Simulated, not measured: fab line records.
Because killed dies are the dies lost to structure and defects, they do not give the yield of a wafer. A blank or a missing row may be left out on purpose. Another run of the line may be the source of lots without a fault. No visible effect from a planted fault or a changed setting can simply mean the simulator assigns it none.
Split-lot study -- flow n5-finfet -- 21 wafers read from 7 lots, route of 1938 steps

== THE SPLIT ITSELF ==
At N5_BEOL_M8_PECVD_70 (deposits SiO2 from TEOS/O2, target thk 20 nm, time 22.7 s), the setting time-s was moved away from the recipe's 22.7 s on 10 of the 21 wafers read, by -14.6% to +5.0%. For the rest of the wafers, this setting stayed at what the recipe calls for.

The split's own step is where the reading is taken.

== THE READING ==
SiO2_of_BEOL_M8_PECVD_70.thk-nm (the simulator's own value, which no gauge read), in nm, at N5_BEOL_M8_PECVD_70 (deposits SiO2 from TEOS/O2, target thk 20 nm, time 22.7 s). The file does not state a usual value for it. The 11 wafers here that ran the recipe average 19.9 nm, standard deviation 0.38 nm.

wafer,"tool, chamber at the split","time-s as run, s",against the recipe,"SiO2_of_BEOL_M8_PECVD_70.thk-nm, nm",against lot-mates on the recipe
L077.2,"pecvd-04, 2,0",23.84,+5.0%,20.4,+1.4
L077.6,"pecvd-04, 2,0",23.84,+5.0%,20.4,+1.4
L077.3,"pecvd-04, 0",22.7,recipe,19,-
L076.1,"pecvd-02, 1",22.7,recipe,19.6,-
L076.4,"pecvd-02, 1",22.7,recipe,20.2,-
L076.6,"pecvd-02, 0",22.7,recipe,20,-
L082.1,"pecvd-01, 1,2",19.39,-14.6%,17.2,-3.0
L082.4,"pecvd-01, 1,2",19.39,-14.6%,17.2,-3.0
L082.5,"pecvd-01, 1",22.7,recipe,20.2,-
L086.2,"pecvd-01, 1,0",21.23,-6.5%,18.6,-1.4
L086.3,"pecvd-01, 1,0",21.23,-6.5%,18.6,-1.4
L086.6,"pecvd-01, 2",22.7,recipe,20,-
L093.1,"pecvd-01, 2,0",22.7,recipe,20,-
L093.2,"pecvd-01, 2,0",22.7,recipe,20,-
L093.6,"pecvd-01, 2",22.7,recipe,20.6,-
L094.1,"pecvd-04, 0",20.09,-11.5%,17.2,-2.6
L094.3,"pecvd-04, 1",20.09,-11.5%,17.4,-2.4
L094.6,"pecvd-04, 2",22.7,recipe,19.8,-
L097.2,"pecvd-04, 2",20.4,-10.1%,17.6,-2.4
L097.3,"pecvd-04, 0",20.4,-10.1%,17.2,-2.8
L097.5,"pecvd-04, 2",22.7,recipe,20,-
Where a row lists several chambers, the file gives one row for several wafers and doesn't say which wafer went through which chamber.

FIT RESULTS
A straight line over all 21 wafers: SiO2_of_BEOL_M8_PECVD_70.thk-nm changes by +0.199 nm for each +1% of time-s; r = +0.96; the points scatter about the line by 0.39 nm.
The same after taking each lot's own level away (the mean of its wafers on the recipe; 21 wafers): +0.226 nm for each +1%; r = +0.99; scatter 0.23 nm.
On that fit, the largest move of time-s shifts the reading by 3.3 nm.
Measured against the standard deviation above, the lots' own levels, which go from 19.00 to 20.20 nm, span 3.1 times it.
In other words, the slope is changed by the lot-to-lot level; the two fits disagree.
Check: -3.33 nm against its lot-mates is what the line predicts for one of the wafers moved furthest among these (-14.6%) when that wafer is left out of the fit. Against them it came out at -3 nm.

== OTHER SPLITS ON THESE WAFERS ==
These wafers also went through other splits before the reading. Each is held against what the fit with the lots' levels taken away leaves over:
other split on the same wafers,wafers away from the commonest value,r with SiO2_of_BEOL_M8_PECVD_70.thk-nm (lot level and that fit taken away)
N5_BEOL_M4_SPUTTER_88 time-s,8,-0.09
N5_BEOL_M6_HM_DEP_02 target-thk-a,4,+0.27
N5_BEOL_M6_COAT_63 spin-rpm,7,+0.40
N5_BEOL_M6_COAT_22 spin-rpm,7,-0.11
N5_BEOL_M8_ILD_DEP_00 time-s,6,-0.18

== THE FILE'S OWN FIT ==
SiO2_of_BEOL_M8_PECVD_70.thk-nm changes by +0.223 nm for each +1% of time-s, r = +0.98.
